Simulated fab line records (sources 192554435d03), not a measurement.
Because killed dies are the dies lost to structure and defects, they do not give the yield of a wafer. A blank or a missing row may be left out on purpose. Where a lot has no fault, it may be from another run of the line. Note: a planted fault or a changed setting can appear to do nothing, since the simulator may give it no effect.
fab line records ; flow n5Finfet ; part 2 of 2: steps 19 to 25 of 25
record lots=5; wafers=15; lastDay=18
route steps=1938 shown BEOL_M4@1036
lots with no fault: from the same line, run without faults
startH: hours from the record's first day to the start of the lot's first wafer shown ; waitH: time in hours since the lot's previous step ; " the same as in the row above ; L1.1+2: one row covering several wafers at once ; - no value, or no start given ; * or withheld: withheld ; < > ~ a bound
route shown NAME@n: names a module that has steps shown in the file, with the first one's number in the route ; usual: mean/standard deviation of fault-free wafers ; same: alike in all rows ; chamber/n: place in a boat ; sites: per-site readings ; _std_site: the values' standard deviation ; _edge_site: the outer-site mean with the inner-site mean subtracted ; radiusMm: for every site, how far away it sits from the centre of the wafer ; mask NAME#n: copy n ; behind: the most recent tool/chamber to have shaped the wafer ; hold: why the lot was held/for how many hours/how that ended ; device: the transistor (n, p or np) that didn't switch ; end of line: the tests these same wafers got at the end of their route ; for a step that has no rows: nothing shown but its recipe ; killed: count of dies lost to structure and defects at first sort (not the wafer's yield) ; map: a wafer's dies, marking killed ones x, the rest . and places with no die _
set.NAME: setting as actually run; set.NAME@STEP: the setting as run at that earlier step ; model.NAME: the simulator's own value behind a step, which no gauge read
lots at some steps of the route; a table a step, a row a wafer
services: the hour from which a tool's chamber was out of use, counted from the record's first day as startH (under 0 if before that day), plus the number of hours and why
## steps
# step N5_BEOL_M4_PEB_26
# recipe pebTempC=100; pebTimeS=60; resist=CAR-EUV
# usual chillPlateTempC=22.98/0.091; heaterPowerTotalW=154.1/1.1
lot.wafer;tool;chamber;startH;waitH;chillPlateTempC;heaterPowerTotalW
L078.2;lithoTrack-05;0;186.55;0.1;22.98;153.0
L078.3;lithoTrack-05;0;186.55;0.1;23.16;155.5
L078.6;lithoTrack-05;0;186.55;0.1;23.09;152.5
L082.1;lithoTrack-04;0;215.84;0.1;22.99;155.5
L082.2;lithoTrack-04;0;215.84;0.1;22.98;155.1
L082.5;lithoTrack-04;0;215.84;0.1;22.82;154.4
L090.2;lithoTrack-04;0;269.22;0.1;22.92;152.4
L090.4;lithoTrack-04;0;269.22;0.1;22.90;154.2
L090.6;lithoTrack-04;0;269.22;0.1;22.96;155.0
L094.1;lithoTrack-04;0;302.94;0.1;23.11;155.4
L094.4;lithoTrack-04;0;302.94;0.1;23.07;155.6
L094.6;lithoTrack-04;0;302.94;0.1;22.88;154.1
L096.1;lithoTrack-02;0;305.35;0.1;23.03;155.5
L096.2;lithoTrack-02;0;305.35;0.1;23.05;154.9
L096.3;lithoTrack-02;0;305.35;0.1;23.06;154.8
# step N5_BEOL_M4_DEVELOP_27
# recipe developTimeS=30; developer=TMAH; resist=CAR-EUV; rinseLiquid=surfactantRinse; dry=airSpin; devTempC=23
# usual chillPlateTempC=23.02/0.1; developerTempC=22.99/0.11
lot.wafer;tool;chamber;startH;waitH;chillPlateTempC;developerTempC
L078.2;lithoTrack-05;0;-;-;23.00;23.17
L078.3;lithoTrack-05;0;-;-;22.96;23.00
L078.6;lithoTrack-05;0;-;-;22.90;22.97
L082.1;lithoTrack-04;0;-;-;23.04;23.06
L082.2;lithoTrack-04;0;-;-;23.23;23.28
L082.5;lithoTrack-04;0;-;-;23.06;22.99
L090.2;lithoTrack-04;0;-;-;23.04;23.02
L090.4;lithoTrack-04;0;-;-;23.20;23.10
L090.6;lithoTrack-04;0;-;-;23.09;22.93
L094.1;lithoTrack-04;0;-;-;23.06;23.07
L094.4;lithoTrack-04;0;-;-;23.13;23.07
L094.6;lithoTrack-04;0;-;-;23.14;23.22
L096.1;lithoTrack-02;0;-;-;23.08;23.01
L096.2;lithoTrack-02;0;-;-;22.97;23.01
L096.3;lithoTrack-02;0;-;-;22.99;22.88
# step N5_BEOL_M4_CD_MEAS_28
# recipe targetCdNm=26.2; landingEnergyEv=500; detector=seInlens; targetCdYNm=24.1; polarity=opening
# usual cdNm=26.10/0.26
lot.wafer;tool;chamber;startH;waitH;cdNm
L078.2;cdSem-01;0;186.62;-;25.43
L078.3;cdSem-01;0;186.62;-;25.60
L078.6;cdSem-01;0;186.62;-;25.83
L082.1;cdSem-02;0;215.91;-;26.15
L082.2;cdSem-02;0;215.91;-;25.97
L082.5;cdSem-02;0;215.91;-;26.03
L090.2;cdSem-03;0;269.29;-;25.97
L090.4;cdSem-03;0;269.29;-;25.65
L090.6;cdSem-03;0;269.29;-;25.89
L094.1;cdSem-01;0;303.00;-;26.27
L094.4;cdSem-01;0;303.00;-;25.96
L094.6;cdSem-01;0;303.00;-;26.00
L096.1;cdSem-03;0;305.42;-;26.06
L096.2;cdSem-03;0;305.42;-;25.90
L096.3;cdSem-03;0;305.42;-;26.32
# step N5_BEOL_M4_OVL_MEAS_29
# recipe pointsPerWafer=522
# usual V3_OVL=-0.1/0.72
lot.wafer;tool;chamber;startH;waitH;V3_OVL[nm]
L078.2;overlay-02;0;186.65;0.0;0.1
L078.3;overlay-02;0;186.65;0.0;0.7
L078.6;overlay-02;0;186.65;0.0;-0.2
L082.1;overlay-01;0;215.94;0.0;1.3
L082.2;overlay-01;0;215.94;0.0;0.4
L082.5;overlay-01;0;215.94;0.0;1.1
L090.2;overlay-02;0;269.32;0.0;1.0
L090.4;overlay-02;0;269.32;0.0;0.2
L090.6;overlay-02;0;269.32;0.0;0.2
L094.1;overlay-02;0;303.03;0.0;0.7
L094.4;overlay-02;0;303.03;0.0;0.6
L094.6;overlay-02;0;303.03;0.0;0.9
L096.1;overlay-01;0;305.45;0.0;-0.1
L096.2;overlay-01;0;305.45;0.0;0.5
L096.3;overlay-01;0;305.45;0.0;0.1
# step N5_BEOL_M4_INSPECT_30
# recipe mode=adi; inspectInstrument=brightfield
# usual rawDefectCount=388/80
lot.wafer;tool;chamber;startH;waitH;rawDefectCount
L078.2;defectInspect-01;-;186.70;0.0;367
L078.3;defectInspect-01;-;186.70;0.0;356
L078.6;defectInspect-01;-;186.70;0.0;357
L082.1;defectInspect-02;-;216.00;0.1;388
L082.2;defectInspect-02;-;216.00;0.1;302
L082.5;defectInspect-02;-;216.00;0.1;334
L090.2;defectInspect-01;-;269.38;0.0;346
L090.4;defectInspect-01;-;269.38;0.0;261
L090.6;defectInspect-01;-;269.38;0.0;534
L094.1;defectInspect-02;-;303.09;0.1;392
L094.4;defectInspect-02;-;303.09;0.1;344
L094.6;defectInspect-02;-;303.09;0.1;369
L096.1;defectInspect-02;-;305.51;0.1;450
L096.2;defectInspect-02;-;305.51;0.1;371
L096.3;defectInspect-02;-;305.51;0.1;450
# step N5_BEOL_M4_DESCUM_33
# recipe chemistry=O2; timeS=7; sourcePowerW=50; biasPowerW=20; pressureMtorr=20; rfFrequencyHz=2.712e+07; tempC=40; resist=CAR-EUV; o2FlowSccm=225
# usual drypumpMotorCurrentA=5.8/0.43; oesProductAu=0.82/0.097; rfVppV=243.4/1.2; showerheadPlenumPTorr=2.11/0.065; throttleValvePct=20.37/0.23
lot.wafer;tool;chamber;startH;waitH;drypumpMotorCurrentA;oesProductAu;rfHoursCounterH;rfVppV;showerheadPlenumPTorr;throttleValvePct
L078.2;rieDiel-05;3;186.74;0.0;6.1;0.69;236;242.5;2.05;20.50
L078.3;rieDiel-05;2;186.74;0.0;5.6;0.77;127;245.1;2.19;20.41
L078.6;rieDiel-05;2;186.74;0.0;5.7;0.77;-;243.8;2.19;20.45
L082.1;rieDiel-06;0;216.03;0.0;5.4;0.67;222;240.3;1.98;20.49
L082.2;rieDiel-06;3;216.03;0.0;5.7;0.86;34;244.6;2.11;20.02
L082.5;rieDiel-06;1;216.03;0.0;6.5;0.94;-;243.2;2.14;20.03
L090.2;rieDiel-06;0;269.41;0.0;5.3;0.66;240;240.2;1.98;20.53
L090.4;rieDiel-06;3;269.41;0.0;5.7;0.84;52;244.8;2.11;20.04
L090.6;rieDiel-06;3;269.41;0.0;5.7;0.85;-;244.1;2.11;20.04
L094.1;rieDiel-06;3;303.30;0.2;5.7;0.82;64;243.9;2.10;20.07
L094.4;rieDiel-06;3;303.30;0.2;5.7;0.84;-;243.6;2.10;20.07
L094.6;rieDiel-06;2;303.30;0.2;6.4;0.85;-;244.0;2.14;20.43
L096.1;rieDiel-04;2;305.88;0.4;5.8;0.77;157;245.0;2.19;20.63
L096.2;rieDiel-04;3;305.88;0.4;5.3;0.94;10;243.3;2.05;20.41
L096.3;rieDiel-04;1;305.88;0.4;5.4;0.94;22;244.5;2.14;20.28
# step N5_BEOL_M4_ETCH_77
# recipe chemistry=N2/H2; target=underlayer; targetDepthA=65; maskMaterial=CAR-EUV; timeS=5.2; ionEnergyEv=200; pressureMtorr=30; sourceW=840; biasW=150; n2FlowSccm=200; h2FlowSccm=200; ends=cleared
# usual drypumpMotorCurrentA=5.8/0.44; etchRfOnTimeS=5.17/0.16; h2FlowSccm=200.0/0.61; oesProductAu=0.70/0.088; rfVppV=524.6/2.6; showerheadPlenumPTorr=2.56/0.079; throttleValvePct=17.74/0.26
lot.wafer;tool;chamber;startH;waitH;drypumpMotorCurrentA;etchRfOnTimeS;h2FlowSccm;oesProductAu;rfHoursCounterH;rfVppV;showerheadPlenumPTorr;throttleValvePct
L078.2;rieDiel-05;3;186.77;0.0;6.1;5.23;199.2;0.59;236;523.8;2.52;18.23
L078.3;rieDiel-05;2;186.77;0.0;5.7;5.15;200.1;0.66;127;524.4;2.68;18.05
L078.6;rieDiel-05;2;186.77;0.0;5.6;5.13;200.6;0.65;-;526.6;2.68;18.03
L082.1;rieDiel-06;0;216.07;0.0;5.4;5.37;200.3;0.58;222;519.3;2.39;17.81
L082.2;rieDiel-06;3;216.07;0.0;5.7;5.18;198.8;0.74;34;524.7;2.60;17.55
L082.5;rieDiel-06;1;216.07;0.0;6.5;4.83;200.6;0.83;-;526.2;2.59;17.36
L090.2;rieDiel-06;0;269.44;0.0;5.4;5.42;200.5;0.56;240;518.8;2.39;17.89
L090.4;rieDiel-06;3;269.44;0.0;5.7;5.15;200.1;0.71;52;525.4;2.59;17.58
L090.6;rieDiel-06;3;269.44;0.0;5.7;5.11;200.1;0.73;-;526.0;2.59;17.57
L094.1;rieDiel-06;3;303.34;0.0;5.7;5.15;200.9;0.70;64;525.0;2.59;17.60
L094.4;rieDiel-06;3;303.34;0.0;5.7;5.18;200.7;0.69;-;524.4;2.59;17.59
L094.6;rieDiel-06;2;303.34;0.0;6.4;5.20;199.8;0.75;-;524.2;2.57;17.52
L096.1;rieDiel-04;2;305.91;0.0;5.8;5.25;198.7;0.65;157;527.3;2.64;17.87
L096.2;rieDiel-04;3;305.91;0.0;5.4;4.97;199.4;0.81;10;522.4;2.49;17.70
L096.3;rieDiel-04;1;305.91;0.0;5.4;5.02;199.9;0.79;22;523.8;2.62;17.94
## services
tool;chamber;startH;hours;kind
rieDiel-06;1;163.37;-;clean
rieDiel-06;1;163.37;-;consumableReplace:focusRing
rieDiel-06;1;163.37;11.2;scheduledDown
rieDiel-06;1;163.37;11.2;ventCycle
rieDiel-05;0;167.07;5.0;repair
euvScanner-02;-;171.98;1.0;pm
rieDiel-04;2;175.54;3.6;repair
rieDiel-05;1;183.42;12.0;repair
euvScanner-02;-;187.31;4.6;pm
rieMetal-03;0;188.68;12.9;repair
rieDiel-05;-;205.16;0.7;repair
euvScanner-01;-;206.23;0.2;repair
euvScanner-01;-;208.01;1.0;pm
euvScanner-02;-;211.73;12.0;pm
rieDiel-05;-;218.37;0.1;repair
euvScanner-01;-;223.73;4.6;pm
euvScanner-02;-;228.33;1.0;pm
rieDiel-05;3;242.46;40.9;repair
rieDiel-04;1;252.29;3.0;repair
euvScanner-01;-;264.16;1.0;pm
rieDiel-06;2;275.94;2.5;repair
euvScanner-02;-;284.28;1.0;pm
rieMetal-03;-;295.92;14.6;pm
rieDiel-06;0;300.33;-;clean
